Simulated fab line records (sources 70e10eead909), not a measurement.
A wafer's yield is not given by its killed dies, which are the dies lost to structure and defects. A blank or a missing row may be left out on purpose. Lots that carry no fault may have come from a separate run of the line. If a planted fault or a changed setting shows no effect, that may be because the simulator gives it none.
Matching of chambers ; flow nandHarc ; pecvd-02 running NHARC_A_CONTACT_DEP_58: 3 sister chambers
The step deposits SiON, target thk 90 nm. 18 wafers are shown with their chamber, then 9 later ones without.

## WAFERS WITH THEIR CHAMBER
wafer;chamber;showerheadVppV (V);heaterPowerW (W)
L074.2;1;1078;879
L074.5;0;1231;717
L074.6;2;1109;716
L080.1;2;1138;729
L080.4;2;1110;721
L080.6;0;1228;777
L081.1;0;1211;691
L081.4;1;1061;769
L081.6;2;1113;650
L084.3;1;1068;833
L084.4;0;1226;748
L084.5;2;1134;711
L085.1;0;1219;769
L085.2;2;1136;700
L085.6;2;1129;683
L089.2;2;1112;610
L089.3;0;1240;679
L089.5;0;1227;679

SIGNATURES (averages over the wafers above)
reading;chamber 0;chamber 1;chamber 2;scatter within a chamber
showerheadVppV;1226.00;1069.00;1122.62;10.9
heaterPowerW;722.86;827.00;690.00;43.5
Rule: distance of a wafer from a chamber = root of the sum over the readings of ((wafer's reading minus chamber's mean) / reading's scatter) squared. If the next closest chamber is less than 2 further off than the closest, the wafer can't be placed; otherwise it belongs to the closest. The scatter: the root of (the sum of the squares of (reading less its chamber's mean) over the shown wafers, divided by (wafers less chambers)).

## WAFERS WITH NO CHAMBER GIVEN
wafer;showerheadVppV (V);heaterPowerW (W)
L092.2;1115;699
L092.5;1062;795
L092.6;1113;723
L095.2;1067;878
L095.3;1147;743
L095.6;1069;735
L097.3;1082;832
L097.5;1106;838
L097.6;1232;716

## THE CHAMBER EACH PASSED THROUGH
wafer;from the rows above;in truth
L092.2;2;2
L092.5;1;1
L092.6;2;2
L095.2;1;1
L095.3;2;2
L095.6;1;1
L097.3;1;1
L097.5;can't be placed: 1 or 2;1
L097.6;0;0
Placed correctly: 8 of 9. Cannot be placed on the basis of these rows: 1; the candidates contain the true chamber in 1. Number placed wrongly: 0.
